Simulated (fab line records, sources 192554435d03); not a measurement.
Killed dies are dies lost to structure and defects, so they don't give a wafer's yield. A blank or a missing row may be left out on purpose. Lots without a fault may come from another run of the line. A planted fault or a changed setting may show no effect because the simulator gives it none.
Problem report in the 8D (eight disciplines) form, filled by code | flow n5_finfet | the parts of the form that need people (team, actions taken, sign-off) are left out

1. THE PROBLEM
rf_fwd_power_W at N5_BEOL_M0_TRENCH_ETCH_107 reads a mean of 432.2 W on 2 wafers of 1 lot; wafers without a fault read 347.5 W with a standard deviation of 1.6. That is +53 standard deviations from the usual mean.
The step: etches SiOC in C4F6/O2, target depth 32.8 nm, time 16.4 s.
First seen on wafer L302.2, day 8 11:21, on rie_diel-01. The record holds 24 wafers of 8 lots with a number at this step. Rule for "out", or "out of limits": more than 4 standard deviations from the usual mean. The other wafers with a number count as sound.

2. WHAT IT IS AND WHAT IT IS NOT
question                    | is                       | is not
which readings at this step | rf_fwd_power_W, rf_vpp_V | drypump_motor_current_A, mfc_ar_sccm, oes_product_au, showerhead_plenum_p_Torr, throttle_valve_pct
which lots                  | L302                     | L293, L300, L305, L308, L309, L312, L314
which wafers of those lots  | L302.2, L302.5           | L302.4
read on which tools         | rie_diel-01              | rie_diel-03, rie_diel-05
when                        | from day 8 11:21         | up to then (7 sound wafers); but 15 sound wafers of L305, L308, L309, L312, L314 came after

3. SUSPECTS, AND WHAT RULES EACH OUT
Counting: a tool at a process step up to the reading stays a suspect if it ran every lot that is out. Sound lots after the first of them don't rule it out here, since some wafers of a struck lot are sound.
- rie_diel-02 at N5_BEOL_M0_SAQP_CUT_ETCH_46 (etches SOC in N2/H2, target depth 135 nm, overetch 27 nm, time 202.5 s): kept. It ran the lot that is out, L302 (day 8 04:35); its last sound lot up to then is L300 (day 7 20:23).
- rie_diel-06 at N5_BEOL_M0_SAQP_STRIP_75 (strips in CF4): kept. It ran the lot that is out, L302 (day 8 06:29).
- rie_diel-01 at N5_BEOL_M0_TRENCH_ETCH_107 (etches SiOC in C4F6/O2, target depth 32.8 nm, time 16.4 s): kept. It ran the lot that is out, L302 (day 8 11:21); its last sound lot up to then is L293 (day 6 05:55). Its own readings are out on those wafers: rf_fwd_power_W, rf_vpp_V.
- Within rie_diel-06 at N5_BEOL_M0_SAQP_STRIP_75: the wafers that are out ran in chamber 3; their sound lot-mates ran in chamber 1.
- Within rie_diel-01 at N5_BEOL_M0_TRENCH_ETCH_107: the wafers that are out ran in chamber 0; their sound lot-mates ran in chamber 1.
Left after counting: rie_diel-02 at N5_BEOL_M0_SAQP_CUT_ETCH_46, rie_diel-06 at N5_BEOL_M0_SAQP_STRIP_75, rie_diel-01 at N5_BEOL_M0_TRENCH_ETCH_107.

4. THE CAUSE (what the simulator had put in)
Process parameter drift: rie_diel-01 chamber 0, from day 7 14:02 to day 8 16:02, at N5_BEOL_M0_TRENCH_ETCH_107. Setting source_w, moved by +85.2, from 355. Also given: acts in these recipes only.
Counting left 3 suspects, and this tool is among them.

5. THE CHAIN OF EFFECTS, in route order
Each row: a reading whose mean over the struck wafers that have a number lies more than 3 standard deviations from the usual. Only readings for which the record gives a usual standard deviation are gone through. hours: the time from each lot's start at the first step in this table that gives one to its start at this step, as a median over the lots. sigmas: the change in usual standard deviations.
hours | step                       | reading         | usual   | on struck wafers | change | sigmas
0     | N5_BEOL_M0_TRENCH_ETCH_107 | rf_fwd_power_W  | 347.5 W | 432.2            | +84.7  | +53
0     | N5_BEOL_M0_TRENCH_ETCH_107 | rf_vpp_V        | 664 V   | 592              | -72    | -6.0
0     | N5_BEOL_M0_OCD_MEAS_108    | trench_depth_nm | 33.5 nm | 36.0             | +2.5   | +3.4
The process steps in it:
- N5_BEOL_M0_TRENCH_ETCH_107: etches SiOC in C4F6/O2, target depth 32.8 nm, time 16.4 s.
Later measuring or inspecting steps at which every struck wafer that the step has a row for has a number for every such reading, and none has moved that far: N5_BEOL_M4_RC_MEAS_101.

6. WHAT WOULD HAVE CAUGHT IT SOONER
In this record the first reading out of limits was taken at day 8 11:21, 21 hours after the fault began at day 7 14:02.
